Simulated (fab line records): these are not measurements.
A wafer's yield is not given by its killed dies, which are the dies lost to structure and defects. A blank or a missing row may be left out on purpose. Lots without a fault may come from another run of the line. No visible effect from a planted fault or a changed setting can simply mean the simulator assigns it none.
Matching of chambers / flow nandHarc / rieDiel-01 running NHARC_A_STAIRCASE_DESCUM_11: 4 sister chambers
The step chemistry O2, time 3 s. 14 wafers are shown with their chamber, then 7 later ones without.

WAFERS PAIRED WITH THEIR CHAMBERS
wafer=L075.2; chamber=1; showerheadPlenumPTorr (Torr)=1.94; rfVppV (V)=57.5; oesProductAu (a.u.)=0.986
wafer=L075.4; chamber=2; showerheadPlenumPTorr (Torr)=1.90; rfVppV (V)=57.4; oesProductAu (a.u.)=0.994
wafer=L075.5; chamber=3; showerheadPlenumPTorr (Torr)=2.04; rfVppV (V)=57.2; oesProductAu (a.u.)=1.006
wafer=L078.1; chamber=3; showerheadPlenumPTorr (Torr)=2.04; rfVppV (V)=58.1; oesProductAu (a.u.)=0.992
wafer=L078.3; chamber=1; showerheadPlenumPTorr (Torr)=1.93; rfVppV (V)=59.6; oesProductAu (a.u.)=0.987
wafer=L078.4; chamber=0; showerheadPlenumPTorr (Torr)=2.06; rfVppV (V)=59.1; oesProductAu (a.u.)=0.989
wafer=L080.2; chamber=3; showerheadPlenumPTorr (Torr)=2.04; rfVppV (V)=58.1; oesProductAu (a.u.)=0.985
wafer=L080.3; chamber=0; showerheadPlenumPTorr (Torr)=2.06; rfVppV (V)=57.2; oesProductAu (a.u.)=0.993
wafer=L080.5; chamber=0; showerheadPlenumPTorr (Torr)=2.06; rfVppV (V)=57.5; oesProductAu (a.u.)=0.983
wafer=L084.3; chamber=3; showerheadPlenumPTorr (Torr)=2.03; rfVppV (V)=56.7; oesProductAu (a.u.)=0.990
wafer=L084.5; chamber=2; showerheadPlenumPTorr (Torr)=1.89; rfVppV (V)=56.9; oesProductAu (a.u.)=0.987
wafer=L084.6; chamber=0; showerheadPlenumPTorr (Torr)=2.05; rfVppV (V)=56.1; oesProductAu (a.u.)=0.992
wafer=L092.1; chamber=1; showerheadPlenumPTorr (Torr)=1.92; rfVppV (V)=58.5; oesProductAu (a.u.)=0.995
wafer=L092.2; chamber=3; showerheadPlenumPTorr (Torr)=2.02; rfVppV (V)=59.4; oesProductAu (a.u.)=0.999

SIGNATURES (means of the wafers above)
reading=showerheadPlenumPTorr; chamber 0=2.0575; chamber 1=1.9300; chamber 2=1.8950; chamber 3=2.0340; scatter within a chamber=0.00803
reading=rfVppV; chamber 0=57.475; chamber 1=58.533; chamber 2=57.150; chamber 3=57.900; scatter within a chamber=1.06
reading=oesProductAu; chamber 0=0.98925; chamber 1=0.98933; chamber 2=0.99050; chamber 3=0.99440; scatter within a chamber=0.00635
Rule: distance of a wafer from a chamber = root of the sum over the readings of ((wafer's reading minus chamber's mean) / reading's scatter) squared. If the next closest chamber is less than 2 further off than the closest, the wafer can't be placed; otherwise it belongs to the closest. The scatter is the square root of a quotient: the sum, over the shown wafers, of each reading's squared deviation from its chamber's mean, divided by wafers minus chambers.

WAFERS WITH NO CHAMBER GIVEN
wafer=L092.5; showerheadPlenumPTorr (Torr)=2.02; rfVppV (V)=59.0; oesProductAu (a.u.)=0.999
wafer=L094.1; showerheadPlenumPTorr (Torr)=2.04; rfVppV (V)=57.4; oesProductAu (a.u.)=0.997
wafer=L094.2; showerheadPlenumPTorr (Torr)=1.88; rfVppV (V)=56.4; oesProductAu (a.u.)=0.984
wafer=L094.5; showerheadPlenumPTorr (Torr)=2.04; rfVppV (V)=57.9; oesProductAu (a.u.)=0.987
wafer=L097.2; showerheadPlenumPTorr (Torr)=1.87; rfVppV (V)=56.6; oesProductAu (a.u.)=0.996
wafer=L097.3; showerheadPlenumPTorr (Torr)=2.04; rfVppV (V)=59.8; oesProductAu (a.u.)=0.997
wafer=L097.6; showerheadPlenumPTorr (Torr)=1.92; rfVppV (V)=58.1; oesProductAu (a.u.)=1.001

WHICH CHAMBER EACH ONE RAN IN
wafer=L092.5; from the rows above=3; in truth=3
wafer=L094.1; from the rows above=can't be placed: 3 or 0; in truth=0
wafer=L094.2; from the rows above=2; in truth=2
wafer=L094.5; from the rows above=can't be placed: 3 or 0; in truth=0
wafer=L097.2; from the rows above=2; in truth=2
wafer=L097.3; from the rows above=can't be placed: 3 or 0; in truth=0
wafer=L097.6; from the rows above=can't be placed: 1 or 2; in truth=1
Correct placement for 3 of the 7. These rows do not allow placing 4 (true chamber among the candidates in 4). Number placed wrongly: 0.
